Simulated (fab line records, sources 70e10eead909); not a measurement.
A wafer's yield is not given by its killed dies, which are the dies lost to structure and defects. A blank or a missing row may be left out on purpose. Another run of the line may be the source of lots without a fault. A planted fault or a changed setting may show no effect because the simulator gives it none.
Chamber matching || flow nandHarc || NHARC_P_M0_PRE_CLEAN_31 on pecvd-01 has 3 sister chambers
The step time 12 s. 3 wafers are shown with their chamber, then 7 later ones without.

== WAFERS, EACH WITH ITS CHAMBER ==
{"wafer": "L081.6", "chamber": 1, "heaterPowerW (W)": 778}
{"wafer": "L082.1", "chamber": 0, "heaterPowerW (W)": 626}
{"wafer": "L082.2", "chamber": 2, "heaterPowerW (W)": 681}

== WAFERS WITH NO CHAMBER GIVEN ==
{"wafer": "L082.4", "heaterPowerW (W)": 628}
{"wafer": "L083.1", "heaterPowerW (W)": 690}
{"wafer": "L083.2", "heaterPowerW (W)": 747}
{"wafer": "L083.3", "heaterPowerW (W)": 673}
{"wafer": "L088.1", "heaterPowerW (W)": 675}
{"wafer": "L088.5", "heaterPowerW (W)": 726}
{"wafer": "L088.6", "heaterPowerW (W)": 741}

== CHAMBER TAKEN BY EACH ==
{"wafer": "L082.4", "from the rows above": 0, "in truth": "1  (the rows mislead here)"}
{"wafer": "L083.1", "from the rows above": 2, "in truth": 2}
{"wafer": "L083.2", "from the rows above": "can't be placed: 1 or 2", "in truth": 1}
{"wafer": "L083.3", "from the rows above": "can't be placed: 2 or 0", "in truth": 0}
{"wafer": "L088.1", "from the rows above": "can't be placed: 2 or 0", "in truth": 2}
{"wafer": "L088.5", "from the rows above": "can't be placed: 2 or 1", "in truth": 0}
{"wafer": "L088.6", "from the rows above": "can't be placed: 1 or 2", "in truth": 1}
1 of 7 placed correctly. From these rows, 5 cannot be placed; in 4 the true chamber is one of the candidates. Number placed wrongly: 1.
How it was worked out, from the rows above alone: a wafer's distance from a chamber is the root of the sum, over the readings, of the square of ((its reading less the chamber's mean) divided by the reading's scatter). The wafer belongs to the nearest chamber; if the next one is less than 2 further off, it can't be placed. Each chamber's mean is taken over the wafers shown for it. The scatter (one wafer shown for each chamber): square how far every hidden wafer sits from the nearest shown wafer, average those squares and take the square root.
